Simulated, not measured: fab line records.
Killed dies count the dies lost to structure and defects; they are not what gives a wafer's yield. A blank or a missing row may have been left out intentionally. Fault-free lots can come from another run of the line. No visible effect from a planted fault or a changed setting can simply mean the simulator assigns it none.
The tool behind it: which one? -- flow n5-finfet -- 24 lots, 72 wafers sampled, at 4 steps of a route of 1938

== WHAT EACH GAUGE READ, for each wafer ==
N5_BEOL_M11_RS_MEAS_57: a four-point-probe measurement. Usual: M11_RS gives 0.151 ohm/sq (standard deviation 0.0043).
lot,measured,on,M11_RS (ohm/sq),flag
L075,day 10 18:39,film-metro-02,0.146 0.146 0.152,
L074,day 11 00:02,film-metro-02,0.154 0.149 0.145,
L076,day 11 03:40,film-metro-01,0.157 0.147 0.154,
L077,day 11 10:25,film-metro-02,0.154 0.146 0.147,
L078,day 11 14:15,film-metro-02,0.148 0.156 0.152,
L080,day 11 15:37,film-metro-02,0.145 0.157 0.154,
L079,day 11 21:04,film-metro-02,0.154 0.148 0.148,
L083,day 12 12:18,film-metro-02,0.154 0.160 0.148,
L081,day 12 12:26,film-metro-02,0.151 0.148 0.149,
L082,day 12 19:28,film-metro-01,0.143 0.142 0.150,
L085,day 13 02:43,film-metro-02,0.156 0.151 0.144,
L084,day 13 18:52,film-metro-01,0.155 0.147 0.150,
L086,day 13 20:18,film-metro-02,0.157 0.154 0.143,
L087,day 13 21:43,film-metro-01,0.153 0.148 0.149,
L088,day 14 18:20,film-metro-02,0.150 0.145 0.148,
L089,day 14 19:29,film-metro-02,0.151 0.149 0.153,
L090,day 14 23:55,film-metro-01,0.149 0.159 0.148,
L091,day 15 01:12,film-metro-02,0.157 0.149 0.149,
L093,day 15 06:26,film-metro-01,0.148 0.152 0.154,
L094,day 15 12:55,film-metro-02,0.160 0.145 0.161,
L092,day 15 16:05,film-metro-01,0.154 0.153 0.149,
L095,day 15 20:59,film-metro-02,0.148 0.151 0.155,
L096,day 16 00:49,film-metro-02,0.147 0.155 0.145,
L097,day 16 05:29,film-metro-01,0.144 0.154 0.158,

N5_BEOL_M12_CD_MEAS_17 targets a cd of 140 nm. Usual: cd-nm 141 nm, standard deviation 3.2.
lot,measured,on,cd-nm (nm),flag
L075,day 10 19:47,cd-sem-03,148 142 140,
L074,day 11 01:17,cd-sem-03,131 141 138,
L076,day 11 04:52,cd-sem-01,146 142 141,
L077,day 11 11:29,cd-sem-03,147 140 139,
L078,day 11 15:44,cd-sem-01,145 144 143,
L080,day 11 16:41,cd-sem-03,137 139 143,
L079,day 11 22:16,cd-sem-02,140 139 135,
L083,day 12 13:32,cd-sem-02,140 143 140,
L081,day 12 13:41,cd-sem-03,141 136 144,
L082,day 12 20:40,cd-sem-02,140 139 137,
L085,day 13 03:59,cd-sem-01,143 140 143,
L084,day 13 20:23,cd-sem-03,140 138 141,
L086,day 13 21:31,cd-sem-02,141 142 146,
L087,day 13 23:23,cd-sem-01,139 142 143,
L088,day 14 19:29,cd-sem-03,140 146 145,
L089,day 14 20:36,cd-sem-01,141 146 143,
L090,day 15 01:08,cd-sem-03,137 138 140,
L091,day 15 02:31,cd-sem-02,140 140 144,
L093,day 15 07:38,cd-sem-03,138 139 143,
L094,day 15 14:47,cd-sem-02,141 141 134,
L092,day 15 17:10,cd-sem-01,143 142 146,
L095,day 15 22:13,cd-sem-02,145 139 134,
L096,day 16 02:10,cd-sem-03,142 142 138,
L097,day 16 06:54,cd-sem-02,144 141 139,

== WHICH TOOL RAN EACH LOT (tool, then ch and the chambers of the sampled wafers, then the start) ==
lot,N5_BEOL_M11_ALD_74,N5_BEOL_M11_SURFACE_TREAT_76
L075,"ald-metal-01 ch 0,1, day 10 17:07","pvd-sputter-01, day 10 17:25"
L074,"ald-metal-03 ch 2,3, day 10 22:23","pvd-sputter-03, day 10 22:42"
L076,"ald-metal-02 ch 2,3, day 11 01:57","pvd-sputter-02, day 11 02:14"
L077,"ald-metal-03 ch 0,1, day 11 08:26","pvd-sputter-02, day 11 08:48"
L078,"ald-metal-02 ch 0,1, day 11 12:25","pvd-sputter-01, day 11 12:59"
L080,"ald-metal-02 ch 0,2,3, day 11 13:30","pvd-sputter-02, day 11 14:06"
L079,"ald-metal-02 ch 0,1,3, day 11 18:36","pvd-sputter-01, day 11 18:58"
L083,"ald-metal-03 ch 0,1,3, day 12 10:41","pvd-sputter-03, day 12 11:02"
L081,"ald-metal-01 ch 0,1, day 12 11:00","pvd-sputter-02, day 12 11:18"
L082,"ald-metal-02 ch 1,2,3, day 12 18:01","pvd-sputter-02, day 12 18:18"
L085,"ald-metal-03 ch 0,3, day 13 01:14","pvd-sputter-01, day 13 01:31"
L084,"ald-metal-02 ch 0,1,2, day 13 16:52","pvd-sputter-02, day 13 17:10"
L086,"ald-metal-02 ch 1,2,3, day 13 17:38","pvd-sputter-01, day 13 18:05"
L087,"ald-metal-03 ch 0,1,2, day 13 19:54","pvd-sputter-02, day 13 20:13"
L088,"ald-metal-01 ch 0,1, day 14 16:16","pvd-sputter-01, day 14 16:54"
L089,"ald-metal-02 ch 1,3, day 14 17:52","pvd-sputter-02, day 14 18:21"
L090,"ald-metal-01 ch 2,3, day 14 20:37","pvd-sputter-01, day 14 20:55"
L091,"ald-metal-03 ch 0,1, day 14 23:41","pvd-sputter-03, day 15 00:00"
L093,"ald-metal-01 ch 1,2,3, day 15 03:00","pvd-sputter-02, day 15 03:23"
L094,"ald-metal-01 ch 1,3, day 15 10:50","pvd-sputter-03, day 15 11:13"
L092,"ald-metal-03 ch 1,2,3, day 15 13:59","pvd-sputter-02, day 15 14:26"
L095,"ald-metal-01 ch 1,2,3, day 15 18:22","pvd-sputter-02, day 15 18:41"
L096,"ald-metal-01 ch 1,2,3, day 15 22:57","pvd-sputter-03, day 15 23:16"
L097,"ald-metal-02 ch 0,1,2, day 16 02:47","pvd-sputter-03, day 16 03:10"
- N5_BEOL_M11_ALD_74: deposits TaN, target thk 2 nm, pulse time 2 s, purge time 3 s.
- N5_BEOL_M11_SURFACE_TREAT_76

== AS READ BY THE TOOLS THEMSELVES (means over the sampled wafers that have a number; for cases with no such wafer, the mark the record gives instead) ==
N5_BEOL_M11_ALD_74. Usual: heater-power-w 412 W, standard deviation 37; precursor-vessel-pressure-torr 26.24 Torr, standard deviation 0.05.
lot,tool,heater-power-w (W),precursor-vessel-pressure-torr (Torr),flag
L075,ald-metal-01,455,26.21,
L074,ald-metal-03,432,26.30,
L076,ald-metal-02,414,26.22,
L077,ald-metal-03,397,26.22,
L078,ald-metal-02,363,26.22,
L080,ald-metal-02,403,26.23,
L079,ald-metal-02,376,26.28,
L083,ald-metal-03,424,26.24,
L081,ald-metal-01,454,26.26,
L082,ald-metal-02,394,26.26,
L085,ald-metal-03,450,26.22,
L084,ald-metal-02,395,26.25,
L086,ald-metal-02,397,26.18,
L087,ald-metal-03,394,26.21,
L088,ald-metal-01,454,26.25,
L089,ald-metal-02,377,26.22,
L090,ald-metal-01,422,26.26,
L091,ald-metal-03,413,26.23,
L093,ald-metal-01,440,26.25,
L094,ald-metal-01,425,26.30,
L092,ald-metal-03,405,26.20,
L095,ald-metal-01,432,26.23,
L096,ald-metal-01,425,26.21,
L097,ald-metal-02,363,26.26,

== THE ANSWER, worked out from the rows above alone ==
Rule: lot off if the mean of its wafers having a number is beyond 3 standard deviations from the usual mean. A lot without any number at a reading at which 4 lots or more have one is off too. The other lots that the step has rows for count as sound. First the gauges in route order, then the tools' own readings, where a lot's mean is used as printed above. At the first step where some lot is off, the reading lying furthest off is the one used; lots without a number count as furthest.
None of the lots is off at any reading shown; this tells nothing.

== WHAT HAD BEEN PUT IN BY THE SIMULATOR ==
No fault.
